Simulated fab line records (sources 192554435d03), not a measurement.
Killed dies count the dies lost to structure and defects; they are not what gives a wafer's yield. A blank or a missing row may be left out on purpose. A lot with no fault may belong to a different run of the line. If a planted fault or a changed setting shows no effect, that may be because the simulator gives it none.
fab line records | flow n5-finfet
[record] lots = 7 | wafers = 21
route steps=1938 shown PMOS_HMC_CHANNEL_EPI@63 FIN_SAQP@130 FIN_CUT@155 SPACER0@259 SD_EPI_N@268 SD_EPI_P@295
start-h: hours from the record's first day to the start of the lot's first wafer shown | wait-h: how many hours have passed since the lot's step before this one | " identical to the entry in the row above | L1.1+2: a single row standing in for several wafers | - no value, or no start was given | * or withheld: withheld | < > ~ a bound
route shown NAME@n: NAME is a module with steps in the file, n the number in the route of the first one | usual: average and standard deviation across the fault-free wafers | same: alike in all rows | chamber/n: place in a boat | sites: readings site by site | _std_site: standard deviation across them | _edge_site: inner sites' mean taken away from outer sites' mean | radius-mm: for every site, how far away it sits from the centre of the wafer | mask NAME#n: copy n | behind: the tool/chamber that last shaped the wafer | hold: the reason the lot was held/the length of the hold in hours/how it ended | device: whichever transistor did not switch (one of n, p or np) | end of line: the tests these same wafers got at the end of their route | step lacking rows: just its recipe | killed: dies that structure and defects cost at the first sort, which is not the same as the wafer's yield | map: a wafer's dies, marking killed ones x, the rest . and places with no die _
set.NAME: the setting as run; set.NAME@STEP: as run at that earlier step | model.NAME: the simulator's own value behind a step, which no gauge read
lots with deliberately changed settings; one table per step, one row per wafer
[[steps]]
[step N5_PMOS_HMC_CHANNEL_EPI_PEB_07]
[recipe] peb-temp-c = 110 | peb-time-s = 60 | resist = CAR-ArF-block
lot.wafer  | tool           | chamber | start-h | wait-h | set.peb-time-s
L074.2+3+6 | litho-track-01 | 0       | 17.28   | 0.0    | 60
L081.3+4+6 | litho-track-01 | 0       | 59.33   | 0.0    | 60
L084.1+3   | litho-track-01 | 0       | 77.15   | 0.1    | 63.5
L084.4     | "              | 0       | "       | "      | 60
L087.1+2+5 | litho-track-05 | 0       | 95.23   | 0.1    | 60
L090.2+5   | litho-track-01 | 0       | 113.34  | 0.0    | 67.25
L090.6     | "              | 0       | "       | "      | 60
L091.1     | litho-track-01 | 0       | 119.03  | 0.1    | 60
L091.3+6   | "              | 0       | "       | "      | 47.83
L093.2+3+4 | litho-track-05 | 0       | 131.20  | 0.0    | 60
[step N5_PMOS_HMC_CHANNEL_EPI_DEVELOP_08]
[recipe] develop-time-s = 30 | developer = TMAH | resist = CAR-ArF-block | dev-temp-c = 23 | rinse-liquid = diw | dry = air-spin
lot.wafer  | tool           | chamber | start-h | wait-h | set.develop-time-s
L074.2+3+6 | litho-track-01 | 0       | -       | -      | 30
L081.3+4+6 | litho-track-01 | 0       | -       | -      | 30
L084.1     | litho-track-01 | 0       | -       | -      | 30
L084.3+4   | "              | 0       | "       | "      | 24.38
L087.1     | litho-track-05 | 0       | -       | -      | 30
L087.2+5   | "              | 0       | "       | "      | 31.74
L090.2+5+6 | litho-track-01 | 0       | -       | -      | 30
L091.1+3+6 | litho-track-01 | 0       | -       | -      | 30
L093.2+3+4 | litho-track-05 | 0       | -       | -      | 30
[step N5_PMOS_HMC_CHANNEL_EPI_CD_MEAS_09]
[recipe] target-cd-nm = 237.4 | landing-energy-ev = 500 | detector = se-inlens
[usual] cd-nm = 237.5/0.87
lot.wafer | tool      | chamber | start-h | wait-h | set.peb-time-s@PMOS_HMC_CHANNEL_EPI_PEB_07 | cd-nm
L074.2    | cd-sem-02 | 0       | 17.34   | -      | 60                                         | 237.7
L074.3    | "         | 0       | "       | "      | 60                                         | 238.7
L074.6    | "         | 0       | "       | "      | 60                                         | 237.5
L081.3    | cd-sem-03 | 0       | 59.40   | -      | 60                                         | 238.2
L081.4    | "         | 0       | "       | "      | 60                                         | 237.9
L081.6    | "         | 0       | "       | "      | 60                                         | 237.8
L084.1    | cd-sem-01 | 0       | 77.22   | -      | 63.5                                       | 238.7
L084.3    | "         | 0       | "       | "      | 63.5                                       | 237.6
L084.4    | "         | 0       | "       | "      | 60                                         | 236.1
L087.1    | cd-sem-03 | 0       | 95.30   | -      | 60                                         | 237.9
L087.2    | "         | 0       | "       | "      | 60                                         | 237.4
L087.5    | "         | 0       | "       | "      | 60                                         | 238.6
L090.2    | cd-sem-03 | 0       | 113.41  | -      | 67.25                                      | 242.1
L090.5    | "         | 0       | "       | "      | 67.25                                      | 241.9
L090.6    | "         | 0       | "       | "      | 60                                         | 237.9
L091.1    | cd-sem-01 | 0       | 119.10  | -      | 60                                         | 237.7
L091.3    | "         | 0       | "       | "      | 47.83                                      | 227.6
L091.6    | "         | 0       | "       | "      | 47.83                                      | 227.3
L093.2    | cd-sem-03 | 0       | 131.27  | -      | 60                                         | 237.0
L093.3    | "         | 0       | "       | "      | 60                                         | 237.2
L093.4    | "         | 0       | "       | "      | 60                                         | 237.7
[step N5_PMOS_HMC_CHANNEL_EPI_DESCUM_14]
[recipe] chemistry = O2 | time-s = 7.9 | source-power-w = 50 | bias-power-w = 20 | pressure-mtorr = 20 | rf-frequency-hz = 2.712e+07 | temp-c = 40 | resist = CAR-ArF-block | o2-flow-sccm = 225
lot.wafer | tool        | chamber | start-h | wait-h | set.peb-time-s@PMOS_HMC_CHANNEL_EPI_PEB_07 | model.PMOS_HMC_CHANNEL_EPI.cd-nm
L074.2    | rie-diel-02 | 1       | 18.81   | 1.4    | 60                                         | 237.8
L074.3    | "           | 2       | "       | "      | 60                                         | 238.8
L074.6    | "           | 3       | "       | "      | 60                                         | 237.6
L081.3    | rie-diel-05 | 3       | 59.49   | 0.0    | 60                                         | 238.4
L081.4    | "           | 1       | "       | "      | 60                                         | 237.9
L081.6    | "           | 3       | "       | "      | 60                                         | 238.1
L084.1    | rie-diel-05 | 1       | 77.31   | 0.0    | 63.5                                       | 238.8
L084.3    | "           | 0       | "       | "      | 63.5                                       | 237.7
L084.4    | "           | 2       | "       | "      | 60                                         | 236.3
L087.1+2  | rie-diel-05 | 0,2     | 95.39   | 0.0    | 60                                         | 238.1
L087.5    | "           | 2       | "       | "      | 60                                         | 238.9
L090.2    | rie-diel-03 | 2       | 113.49  | 0.0    | 67.25                                      | 242.3
L090.5    | "           | 3       | "       | "      | 67.25                                      | 242.1
L090.6    | "           | 2       | "       | "      | 60                                         | 238
L091.1    | rie-diel-02 | 2       | 119.19  | 0.0    | 60                                         | 237.7
L091.3    | "           | 3       | "       | "      | 47.83                                      | 227.5
L091.6    | "           | 2       | "       | "      | 47.83                                      | 227.2
L093.2    | rie-diel-05 | 3       | 131.55  | 0.2    | 60                                         | 237.2
L093.3    | "           | 0       | "       | "      | 60                                         | -
L093.4    | "           | 3       | "       | "      | 60                                         | 237.6
[step N5_PMOS_HMC_CHANNEL_EPI_ETCH_32]
[recipe] chemistry = N2/H2 | target = BARC | stop-on = SiO2 | target-depth-a = 858 | over-etch-frac = 0.3 | time-s = 50.3 | ion-energy-ev = 200 | mask-material = CAR-ArF-block | pressure-mtorr = 30 | source-w = 840 | bias-w = 150 | n2-flow-sccm = 200 | h2-flow-sccm = 200
[step N5_PMOS_HMC_CHANNEL_EPI_HM_OPEN_15]
[recipe] chemistry = CHF3/O2 | target = SiO2 | mask-material = CAR-ArF-block | target-depth-a = 406 | CHF3_flow_sccm = 50 | O2_flow_sccm = 5 | Ar_flow_sccm = 200 | time-s = 20.3 | pressure-mtorr = 30 | source-w = 650 | bias-w = 170 | ion-energy-ev = 200
[step N5_PMOS_HMC_CHANNEL_EPI_STRIP_17]
[recipe] chemistry = SPM | time-s = 750 | temp-c = 130 | h2so4-h2o2-vol-ratio = 4 | dry = ipa-marangoni
[step N5_PMOS_HMC_CHANNEL_EPI_ETCH_38]
[recipe] chemistry = CF4 | target = SiO2 | target-depth-a = 15 | ion-energy-ev = 350 | pressure-mtorr = 10 | icp-w = 800 | bias-w = 400 | cf4-flow-sccm = 80
[step N5_PMOS_HMC_CHANNEL_EPI_FIN_RECESS_16]
[recipe] chemistry = HBr/Cl2 | target = Si | mask-material = SiO2 | target-depth-a = 540 | time-s = 18 | pressure-mtorr = 10 | icp-w = 800 | bias-w = 75 | HBr_flow_sccm = 150 | Cl2_flow_sccm = 80
lot.wafer | tool      | chamber | start-h | wait-h | set.peb-time-s@PMOS_HMC_CHANNEL_EPI_PEB_07 | model.PMOS_HMC_CHANNEL_EPI.cd-nm
L074.2    | rie-si-05 | 3       | 19.27   | 0.0    | 60                                         | 240.4
L074.3    | "         | 0       | "       | "      | 60                                         | 241.7
L074.6    | "         | 3       | "       | "      | 60                                         | 240
L081.3    | rie-si-03 | 0       | 59.94   | 0.0    | 60                                         | 241.2
L081.4    | "         | 3       | "       | "      | 60                                         | 240.4
L081.6    | "         | 1       | "       | "      | 60                                         | 241.4
L084.1    | rie-si-06 | 0       | 77.79   | 0.0    | 63.5                                       | 242.8
L084.3    | "         | 1       | "       | "      | 63.5                                       | 240.7
L084.4    | "         | 2       | "       | "      | 60                                         | 239.5
L087.1    | rie-si-03 | 0       | 95.85   | 0.0    | 60                                         | 240.4
L087.2    | "         | 3       | "       | "      | 60                                         | 240.5
L087.5    | "         | 3       | "       | "      | 60                                         | 241
L090.2    | rie-si-03 | 0       | 113.95  | 0.0    | 67.25                                      | 244.4
L090.5    | "         | 2       | "       | "      | 67.25                                      | 245
L090.6    | "         | 1       | "       | "      | 60                                         | 240.9
L091.1    | rie-si-03 | 2       | 119.65  | 0.0    | 60                                         | 241
L091.3    | "         | 1       | "       | "      | 47.83                                      | 230.2
L091.6    | "         | 0       | "       | "      | 47.83                                      | 230.5
L093.2    | rie-si-06 | 1       | 132.01  | 0.0    | 60                                         | 240.6
L093.3    | "         | 2       | "       | "      | 60                                         | 240.2
L093.4    | "         | 3       | "       | "      | 60                                         | 241.2
[step N5_FIN_SAQP_ETCH_65]
[recipe] chemistry = CF4 | target = SiO2 | target-depth-a = 40 | ion-energy-ev = 350 | time-s = 4.4 | pressure-mtorr = 10 | icp-w = 800 | bias-w = 400 | cf4-flow-sccm = 80
lot.wafer | tool      | chamber | start-h | wait-h | set.time-s | model.etch.depth-nm
L074.2    | rie-si-01 | 3       | 25.34   | 0.1    | 4.866      | 4.423
L074.3    | "         | 2       | "       | "      | 4.866      | 4.522
L074.6    | "         | 1       | "       | "      | 4.4        | 4.015
L081.3    | rie-si-02 | 1       | 67.28   | 0.1    | 4.4        | 3.9
L081.4    | "         | 1       | "       | "      | 5.149      | 4.565
L081.6    | "         | 2       | "       | "      | 5.149      | 4.682
L084.1    | rie-si-02 | 3       | 83.86   | 0.1    | 4.4        | 3.909
L084.3    | "         | 0       | "       | "      | 4.4        | 4.021
L084.4    | "         | 1       | "       | "      | 4.4        | 3.954
L087.1    | rie-si-04 | 2       | 102.96  | 0.1    | 5.089      | 4.643
L087.2    | "         | 0       | "       | "      | 5.089      | 4.6
L087.5    | "         | 1       | "       | "      | 5.089      | 4.586
L090.2    | rie-si-04 | 3       | 120.09  | 0.1    | 4.4        | 4.074
L090.5    | "         | 2       | "       | "      | 4.4        | 4.024
L090.6    | "         | 1       | "       | "      | 4.4        | 3.973
L091.1    | rie-si-02 | 3       | 125.52  | 0.1    | 4.4        | 3.857
L091.3    | "         | 0       | "       | "      | 4.4        | 3.999
L091.6    | "         | 3       | "       | "      | 4.4        | 3.876
L093.2    | rie-si-01 | 1       | 138.77  | 0.1    | 4.4        | 3.991
L093.3    | "         | 3       | "       | "      | 4.4        | 3.973
L093.4    | "         | 2       | "       | "      | 4.4        | 4.04
[step N5_FIN_CUT_COAT_19]
[recipe] resist = SiARC | temp-c = 220 | time-s = 60 | spin-rpm = 1500 | resist-thk-nm = 20
lot.wafer  | tool           | chamber | start-h | wait-h | set.spin-rpm | model.SiARC_of_FIN_CUT_COAT_19.thk-nm
L074.2     | litho-track-02 | 0       | -       | -      | 1607         | 19.4
L074.3+6   | "              | 0       | "       | "      | 1500         | 20
L081.3+4+6 | litho-track-04 | 0       | -       | -      | 1590         | 19.4
L084.1     | litho-track-04 | 0       | -       | -      | 1421         | 20.6
L084.3     | "              | 0       | "       | "      | 1421         | 20.8
L084.4     | "              | 0       | "       | "      | 1500         | 20.2
L087.1+5   | litho-track-04 | 0       | -       | -      | 1500         | 20
L087.2     | "              | 0       | "       | "      | 1455         | 20.2
L090.2+6   | litho-track-02 | 0       | -       | -      | 1425         | 20.6
L090.5     | "              | 0       | "       | "      | 1500         | 20
L091.1+3   | litho-track-05 | 0       | -       | -      | 1500         | 20
L091.6     | "              | 0       | "       | "      | 1561         | 19.6
L093.2+3   | litho-track-02 | 0       | -       | -      | 1500         | 20
L093.4     | "              | 0       | "       | "      | 1500         | 20.2
[step N5_FIN_CUT_COAT_29]
[recipe] resist = underlayer | temp-c = 205 | time-s = 60 | spin-rpm = 1500 | resist-thk-nm = 10
[step N5_FIN_CUT_COAT_02]
[recipe] resist = CAR-EUV | spin-rpm = 1500 | resist-thk-nm = 30
[step N5_FIN_CUT_DESCUM_13]
[recipe] chemistry = O2 | time-s = 7 | source-power-w = 50 | bias-power-w = 20 | pressure-mtorr = 20 | rf-frequency-hz = 2.712e+07 | temp-c = 40 | resist = CAR-EUV | o2-flow-sccm = 225
[step N5_FIN_CUT_ETCH_30]
[recipe] chemistry = N2/H2 | target = underlayer | target-depth-a = 130 | mask-material = CAR-EUV | time-s = 10.4 | ion-energy-ev = 200 | pressure-mtorr = 30 | source-w = 840 | bias-w = 150 | n2-flow-sccm = 200 | h2-flow-sccm = 200 | ends = cleared
[step N5_FIN_CUT_ETCH_20]
[recipe] chemistry = CF4 | target = SiARC | target-depth-a = 260 | mask-material = CAR-EUV | time-s = 43.3 | ion-energy-ev = 80 | pressure-mtorr = 40 | source-w = 545 | bias-w = 36 | Ar_flow_sccm = 100 | cf4-flow-sccm = 100 | ends = cleared
lot.wafer | tool        | chamber | start-h | wait-h | set.spin-rpm@FIN_CUT_COAT_19 | model.etch.depth-nm
L074.2    | rie-diel-02 | 1       | 28.05   | 0.0    | 1607                         | 19.36
L074.3    | "           | 0       | "       | "      | 1500                         | 20.02
L074.6    | "           | 3       | "       | "      | 1500                         | 20.01
L081.3    | rie-diel-03 | 0       | 70.01   | 0.0    | 1590                         | 19.47
L081.4+6  | "           | 2       | "       | "      | 1590                         | 19.49
L084.1    | rie-diel-05 | 2       | 86.68   | 0.0    | 1421                         | 20.7
L084.3    | "           | 3       | "       | "      | 1421                         | 20.71
L084.4    | "           | 1       | "       | "      | 1500                         | 20.12
L087.1    | rie-diel-02 | 0       | 105.77  | 0.0    | 1500                         | 19.97
L087.2    | "           | 3       | "       | "      | 1455                         | 20.29
L087.5    | "           | 2       | "       | "      | 1500                         | 20
L090.2    | rie-diel-05 | 1       | 122.85  | 0.0    | 1425                         | 20.65
L090.5    | "           | 1       | "       | "      | 1500                         | 20.09
L090.6    | "           | 3       | "       | "      | 1425                         | 20.6
L091.1    | rie-diel-05 | 3       | 128.67  | 0.0    | 1500                         | 19.98
L091.3    | "           | 0       | "       | "      | 1500                         | 20.01
L091.6    | "           | 1       | "       | "      | 1561                         | 19.61
L093.2    | rie-diel-02 | 3       | 142.85  | 0.0    | 1500                         | 20.09
L093.3    | "           | 2       | "       | "      | 1500                         | 20.06
L093.4    | "           | 1       | "       | "      | 1500                         | 20.14
[step N5_FIN_CUT_ETCH_21]
[recipe] chemistry = N2/H2 | target = SOC | target-depth-a = 2190 | overetch-a = 438 | mask-material = SiARC | temp-c = 40 | ion-energy-ev = 100 | bias-w = 61 | time-s = 523.5 | pressure-mtorr = 30 | source-w = 850 | n2-flow-sccm = 200 | h2-flow-sccm = 200
lot.wafer | tool        | chamber | start-h | wait-h | set.spin-rpm@FIN_CUT_COAT_19 | model.SiARC_of_FIN_CUT_COAT_19.thk-nm
L074.2    | rie-diel-02 | 1       | 28.09   | 0.0    | 1607                         | 11.2
L074.3    | "           | 0       | "       | "      | 1500                         | 11.8
L074.6    | "           | 3       | "       | "      | 1500                         | 11.6
L081.3    | rie-diel-03 | 0       | 70.05   | 0.0    | 1590                         | 11.2
L081.4+6  | "           | 2       | "       | "      | 1590                         | 11.4
L084.1+3  | rie-diel-05 | 2,3     | 86.72   | 0.0    | 1421                         | 12.6
L084.4    | "           | 1       | "       | "      | 1500                         | 12
L087.1    | rie-diel-02 | 0       | 105.81  | 0.0    | 1500                         | 12
L087.2    | "           | 3       | "       | "      | 1455                         | 12
L087.5    | "           | 2       | "       | "      | 1500                         | 11.8
L090.2    | rie-diel-05 | 1       | 122.89  | 0.0    | 1425                         | 12.6
L090.5    | "           | 1       | "       | "      | 1500                         | 12
L090.6    | "           | 3       | "       | "      | 1425                         | 12.4
L091.1    | rie-diel-05 | 3       | 128.70  | 0.0    | 1500                         | 11.8
L091.3    | "           | 0       | "       | "      | 1500                         | 12.2
L091.6    | "           | 1       | "       | "      | 1561                         | 11.4
L093.2+3  | rie-diel-02 | 3,2     | 142.89  | 0.0    | 1500                         | 11.8
L093.4    | "           | 1       | "       | "      | 1500                         | 12
[step N5_SPACER0_ALD_00]
[recipe] material = SiOCN | target-thk-a = 35 | temp-c = 400 | ald-precursor-family = alkyl-aminosilane | ald-co-reactant = O2/N2-plasma | pulse-time-s = 3 | purge-time-s = 2 | co-reactant-purge-time-s = 2 | ald-cycles = 58 | pressure-torr = 2
lot.wafer  | tool       | chamber | start-h | wait-h | set.ald-cycles | model.SiOCN_of_SPACER0_ALD_00.thk-nm
L074.2+6   | ald-sin-03 | 2       | 48.53   | 0.1    | 58             | 3.6
L074.3     | "          | 3       | "       | "      | 58             | 3.4
L081.3+4   | ald-sin-04 | 2,0     | 92.62   | 0.1    | 61             | 3.6
L081.6     | "          | 3       | "       | "      | 58             | 3.6
L084.1     | ald-sin-02 | 1       | 107.75  | 0.1    | 64             | 3.8
L084.3+4   | "          | 3,0     | "       | "      | 58             | 3.6
L087.1+5   | ald-sin-03 | 3,0     | 125.70  | 0.1    | 58             | 3.4
L087.2     | "          | 1       | "       | "      | 58             | 3.6
L090.2+6   | ald-sin-02 | 3,1     | 142.94  | 0.1    | 58             | 3.6
L090.5     | "          | 0       | "       | "      | 49             | 3
L091.1     | ald-sin-02 | 1       | 169.32  | 0.1    | 58             | 3.6
L091.3+6   | "          | 2,3     | "       | "      | 49             | 3
L093.2+3+4 | ald-sin-02 | 0,3,2   | 172.97  | 0.1    | 58             | 3.6
[step N5_SD_EPI_N_PEB_07]
[recipe] peb-temp-c = 110 | peb-time-s = 60 | resist = CAR-ArF-block
lot.wafer  | tool           | chamber | start-h | wait-h | set.peb-time-s
L074.2+3   | litho-track-03 | 0       | 49.28   | 0.0    | 60
L074.6     | "              | 0       | "       | "      | 64.15
L081.3+4+6 | litho-track-03 | 0       | 93.37   | 0.0    | 60
L084.1     | litho-track-03 | 0       | 108.37  | 0.1    | 60
L084.3+4   | "              | 0       | "       | "      | 48.97
L087.1     | litho-track-05 | 0       | 126.44  | 0.1    | 55.23
L087.2+5   | "              | 0       | "       | "      | 60
L090.2+5+6 | litho-track-05 | 0       | 143.56  | 0.0    | 60
L091.1     | litho-track-03 | 0       | 169.94  | 0.1    | 71.29
L091.3+6   | "              | 0       | "       | "      | 60
L093.2+3+4 | litho-track-02 | 0       | 173.71  | 0.0    | 60
[step N5_SD_EPI_N_DEVELOP_08]
[recipe] develop-time-s = 30 | developer = TMAH | resist = CAR-ArF-block | dev-temp-c = 23 | rinse-liquid = diw | dry = air-spin
[step N5_SD_EPI_N_CD_MEAS_09]
[recipe] target-cd-nm = 120 | landing-energy-ev = 500 | detector = se-inlens
[usual] cd-nm = 120.2/0.52
lot.wafer | tool      | chamber | start-h | wait-h | set.peb-time-s@SD_EPI_N_PEB_07 | cd-nm
L074.2    | cd-sem-01 | 0       | 49.35   | -      | 60                             | 120.1
L074.3    | "         | 0       | "       | "      | 60                             | 119.6
L074.6    | "         | 0       | "       | "      | 64.15                          | 121.8
L081.3    | cd-sem-02 | 0       | 93.44   | -      | 60                             | 119.3
L081.4    | "         | 0       | "       | "      | 60                             | 119.7
L081.6    | "         | 0       | "       | "      | 60                             | 120.0
L084.1    | cd-sem-03 | 0       | 108.44  | -      | 60                             | 119.1
L084.3    | "         | 0       | "       | "      | 48.97                          | 111.9
L084.4    | "         | 0       | "       | "      | 48.97                          | 112.7
L087.1    | cd-sem-01 | 0       | 126.51  | -      | 55.23                          | 117.0
L087.2    | "         | 0       | "       | "      | 60                             | 119.3
L087.5    | "         | 0       | "       | "      | 60                             | 120.2
L090.2    | cd-sem-02 | 0       | 143.63  | -      | 60                             | 119.2
L090.5    | "         | 0       | "       | "      | 60                             | 119.9
L090.6    | "         | 0       | "       | "      | 60                             | 120.3
L091.1    | cd-sem-02 | 0       | 170.01  | -      | 71.29                          | 125.8
L091.3    | "         | 0       | "       | "      | 60                             | 120.2
L091.6    | "         | 0       | "       | "      | 60                             | 120.8
L093.2    | cd-sem-01 | 0       | 173.78  | -      | 60                             | 120.6
L093.3    | "         | 0       | "       | "      | 60                             | 120.4
L093.4    | "         | 0       | "       | "      | 60                             | 120.5
[step N5_SD_EPI_N_DESCUM_14]
[recipe] chemistry = O2 | time-s = 7.9 | source-power-w = 50 | bias-power-w = 20 | pressure-mtorr = 20 | rf-frequency-hz = 2.712e+07 | temp-c = 40 | resist = CAR-ArF-block | o2-flow-sccm = 225
lot.wafer | tool        | chamber | start-h | wait-h | set.peb-time-s@SD_EPI_N_PEB_07 | model.SD_EPI_N.cd-nm
L074.2    | rie-diel-06 | 0       | 49.44   | 0.0    | 60                             | 119.8
L074.3    | "           | 3       | "       | "      | 60                             | 119.6
L074.6    | "           | 1       | "       | "      | 64.15                          | 121.6
L081.3+4  | rie-diel-01 | 2,0     | 93.68   | 0.2    | 60                             | 119.4
L081.6    | "           | 0       | "       | "      | 60                             | 119.8
L084.1    | rie-diel-01 | 1       | 108.53  | 0.0    | 60                             | 119.2
L084.3    | "           | 0       | "       | "      | 48.97                          | 111.8
L084.4    | "           | 3       | "       | "      | 48.97                          | 112.8
L087.1    | rie-diel-01 | 0       | 127.05  | 0.5    | 55.23                          | 117
L087.2    | "           | 2       | "       | "      | 60                             | 119.4
L087.5    | "           | 2       | "       | "      | 60                             | 120
L090.2    | rie-diel-04 | 0       | 143.72  | 0.0    | 60                             | 119.8
L090.5    | "           | 3       | "       | "      | 60                             | 119.6
L090.6    | "           | 0       | "       | "      | 60                             | 120.2
L091.1    | rie-diel-04 | 3       | 170.09  | 0.0    | 71.29                          | 125.6
L091.3    | "           | 2       | "       | "      | 60                             | 120
L091.6    | "           | 1       | "       | "      | 60                             | 120.8
L093.2    | rie-diel-04 | 0       | 173.87  | 0.0    | 60                             | 120.2
L093.3    | "           | 2       | "       | "      | 60                             | 120
L093.4    | "           | 1       | "       | "      | 60                             | 120.6
[step N5_SD_EPI_N_ETCH_34]
[recipe] chemistry = CF4 | target = SiARC | target-depth-a = 455 | mask-material = CAR-ArF-block | time-s = 75.8 | ion-energy-ev = 80 | pressure-mtorr = 40 | source-w = 545 | bias-w = 36 | Ar_flow_sccm = 100 | cf4-flow-sccm = 100 | ends = cleared
[step N5_SD_EPI_N_ETCH_35]
[recipe] chemistry = N2/H2 | target = SOC | overetch-a = 1080 | mask-material = SiARC | temp-c = 40 | ion-energy-ev = 100 | source-w = 3000 | bias-w = 133 | pressure-mtorr = 20 | time-s = 486 | n2-flow-sccm = 200 | h2-flow-sccm = 200
lot.wafer | tool        | chamber | start-h | wait-h | set.peb-time-s@SD_EPI_N_PEB_07 | model.SD_EPI_N.cd-nm
L074.2    | rie-diel-06 | 0       | 49.53   | 0.0    | 60                             | 120
L074.3    | "           | 3       | "       | "      | 60                             | 119
L074.6    | "           | 1       | "       | "      | 64.15                          | 122.4
L081.3+6  | rie-diel-01 | 2,0     | 93.77   | 0.0    | 60                             | 120.8
L081.4    | "           | 0       | "       | "      | 60                             | 120.4
L084.1    | rie-diel-01 | 1       | 108.62  | 0.0    | 60                             | 120.6
L084.3+4  | "           | 0,3     | "       | "      | 48.97                          | 114
L087.1    | rie-diel-01 | 0       | 127.14  | 0.0    | 55.23                          | 118.2
L087.2    | "           | 2       | "       | "      | 60                             | 120.6
L087.5    | "           | 2       | "       | "      | 60                             | 121.4
L090.2    | rie-diel-04 | 0       | 143.81  | 0.0    | 60                             | 119.8
L090.5+6  | "           | 3,0     | "       | "      | 60                             | 120.4
L091.1    | rie-diel-04 | 3       | 170.19  | 0.0    | 71.29                          | 127
L091.3    | "           | 2       | "       | "      | 60                             | 121
L091.6    | "           | 1       | "       | "      | 60                             | 122.4
L093.2    | rie-diel-04 | 0       | 173.96  | 0.0    | 60                             | 119.6
L093.3    | "           | 2       | "       | "      | 60                             | 120.2
L093.4    | "           | 1       | "       | "      | 60                             | 120.8
[step N5_SD_EPI_P_COAT_34]
[recipe] resist = SOC | temp-c = 250 | time-s = 60 | spin-rpm = 1500 | resist-thk-nm = 350
lot.wafer | tool           | chamber | start-h | wait-h | set.spin-rpm | model.SOC_of_SD_EPI_P_COAT_34.thk-nm
L074.2    | litho-track-05 | 0       | 53.50   | 0.0    | 1500         | 350.8
L074.3    | "              | 0       | "       | "      | 1374         | 366.2
L074.6    | "              | 0       | "       | "      | 1374         | 365.6
L081.3    | litho-track-05 | 0       | 97.78   | 0.0    | 1500         | 351.4
L081.4    | "              | 0       | "       | "      | 1500         | 351
L081.6    | "              | 0       | "       | "      | 1500         | 350.8
L084.1    | litho-track-04 | 0       | 113.38  | 0.0    | 1500         | 350.4
L084.3    | "              | 0       | "       | "      | 1409         | 361.2
L084.4    | "              | 0       | "       | "      | 1500         | 350.8
L087.1    | litho-track-01 | 0       | 131.09  | 0.0    | 1601         | 338.6
L087.2    | "              | 0       | "       | "      | 1601         | 338
L087.5    | "              | 0       | "       | "      | 1500         | 351
L090.2+5  | litho-track-05 | 0       | 148.13  | 0.0    | 1500         | 350.6
L090.6    | "              | 0       | "       | "      | 1500         | 350.4
L091.1    | litho-track-04 | 0       | 174.18  | 0.0    | 1578         | 342.4
L091.3    | "              | 0       | "       | "      | 1500         | 351.4
L091.6    | "              | 0       | "       | "      | 1500         | 350.4
L093.2    | litho-track-04 | 0       | 177.84  | 0.0    | 1500         | 349
L093.3+4  | "              | 0       | "       | "      | 1500         | 349.6
[[key]]
[split] step = N5_PMOS_HMC_CHANNEL_EPI_PEB_07 | setting = peb-time-s | stated = 60 | by = wafer
[response] step = N5_PMOS_HMC_CHANNEL_EPI_CD_MEAS_09 | reading = cd-nm | change = +0.454 | per = 1% | r = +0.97
[response] step = N5_PMOS_HMC_CHANNEL_EPI_DESCUM_14 | reading = model.PMOS_HMC_CHANNEL_EPI.cd-nm | change = +0.457 | per = 1% | r = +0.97
[response] step = N5_PMOS_HMC_CHANNEL_EPI_FIN_RECESS_16 | reading = model.PMOS_HMC_CHANNEL_EPI.cd-nm | change = +0.469 | per = 1% | r = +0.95
[split] step = N5_PMOS_HMC_CHANNEL_EPI_DEVELOP_08 | setting = develop-time-s | stated = 30 | by = wafer
response none clear
[split] step = N5_FIN_SAQP_ETCH_65 | setting = time-s | stated = 4.4 | by = wafer
[response] step = N5_FIN_SAQP_ETCH_65 | reading = model.etch.depth-nm | change = +0.0427 | per = 1% | r = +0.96
[split] step = N5_FIN_CUT_COAT_19 | setting = spin-rpm | stated = 1500 | by = wafer
[response] step = N5_FIN_CUT_COAT_19 | reading = model.SiARC_of_FIN_CUT_COAT_19.thk-nm | change = -0.094 | per = 1% | r = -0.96
[response] step = N5_FIN_CUT_ETCH_20 | reading = model.etch.depth-nm | change = -0.0998 | per = 1% | r = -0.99
[response] step = N5_FIN_CUT_ETCH_21 | reading = model.SiARC_of_FIN_CUT_COAT_19.thk-nm | change = -0.0926 | per = 1% | r = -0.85
[split] step = N5_SPACER0_ALD_00 | setting = ald-cycles | stated = 58 | by = wafer
[response] step = N5_SPACER0_ALD_00 | reading = model.SiOCN_of_SPACER0_ALD_00.thk-nm | change = +0.0336 | per = 1% | r = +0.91
[split] step = N5_SD_EPI_N_PEB_07 | setting = peb-time-s | stated = 60 | by = wafer
[response] step = N5_SD_EPI_N_CD_MEAS_09 | reading = cd-nm | change = +0.324 | per = 1% | r = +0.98
[response] step = N5_SD_EPI_N_DESCUM_14 | reading = model.SD_EPI_N.cd-nm | change = +0.323 | per = 1% | r = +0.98
[response] step = N5_SD_EPI_N_ETCH_35 | reading = model.SD_EPI_N.cd-nm | change = +0.328 | per = 1% | r = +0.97
[split] step = N5_SD_EPI_P_COAT_34 | setting = spin-rpm | stated = 1500 | by = wafer
[response] step = N5_SD_EPI_P_COAT_34 | reading = model.SOC_of_SD_EPI_P_COAT_34.thk-nm | change = -1.79 | per = 1% | r = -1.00
